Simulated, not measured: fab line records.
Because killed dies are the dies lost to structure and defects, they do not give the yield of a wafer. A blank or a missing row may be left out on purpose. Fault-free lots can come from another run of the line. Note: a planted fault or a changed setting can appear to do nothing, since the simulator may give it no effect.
Matching of chambers | flow nand-harc | NHARC_A_CHANNEL_FILL_D2_CMP_10 on cmp-03 has 4 sister chambers
The step polishes, target thk 150 nm. 8 wafers are shown with their chamber, then 10 later ones without.

WAFERS, EACH WITH ITS CHAMBER
wafer  | chamber | motor-current-A (A) | time-to-endpoint-s (s)
L085.3 | 1       | 10.8                | 12.5
L085.5 | 3       | 11.8                | 17.6
L091.2 | 2       | 11.8                | 16.6
L093.2 | 3       | 11.8                | 20.8
L093.3 | 2       | 13.0                | 19.2
L093.4 | 0       | 11.7                | 16.8
L095.1 | 0       | 11.5                | 16.8
L095.2 | 1       | 10.7                | 14.6

WAFERS WITHOUT THEIR CHAMBER
wafer  | motor-current-A (A) | time-to-endpoint-s (s)
L095.5 | 11.4                | 17.2
L096.1 | 12.2                | 16.9
L096.3 | 10.9                | 18.5
L096.4 | 12.3                | 16.9
L097.1 | 11.9                | 19.8
L097.3 | 10.7                | 16.0
L097.4 | 12.7                | 17.8
L097.2 | 10.8                | 17.1
L097.5 | 12.8                | 18.1
L097.6 | 11.7                | 14.5

WHICH CHAMBER EACH ONE RAN IN
wafer  | from the rows above               | in truth
L095.5 | can't be placed: 0 or 3 or 2      | 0
L096.1 | can't be placed: 2 or 0 or 3      | 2
L096.3 | can't be placed: 0 or 3 or 1 or 2 | 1
L096.4 | can't be placed: 2 or 0 or 3      | 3
L097.1 | can't be placed: 3 or 2 or 0      | 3
L097.3 | can't be placed: 1 or 0 or 3      | 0
L097.4 | can't be placed: 2 or 3 or 0      | 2
L097.2 | can't be placed: 0 or 1 or 3 or 2 | 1
L097.5 | can't be placed: 2 or 3 or 0      | 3
L097.6 | can't be placed: 0 or 1 or 2 or 3 | 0
Correctly placed: 0 of 10. From these rows, 10 cannot be placed; in 10 the true chamber is one of the candidates. Placed wrongly: 0.
How it was worked out, from the rows above alone: a wafer's distance from a chamber is the root of the sum, over the readings, of the square of ((its reading less the chamber's mean) divided by the reading's scatter). The wafer belongs to the nearest chamber; if the next one is less than 2 further off, it can't be placed. A chamber's mean is the mean of its shown wafers. The scatter: the root of (the sum of the squares of (reading less its chamber's mean) over the shown wafers, divided by (wafers less chambers)).
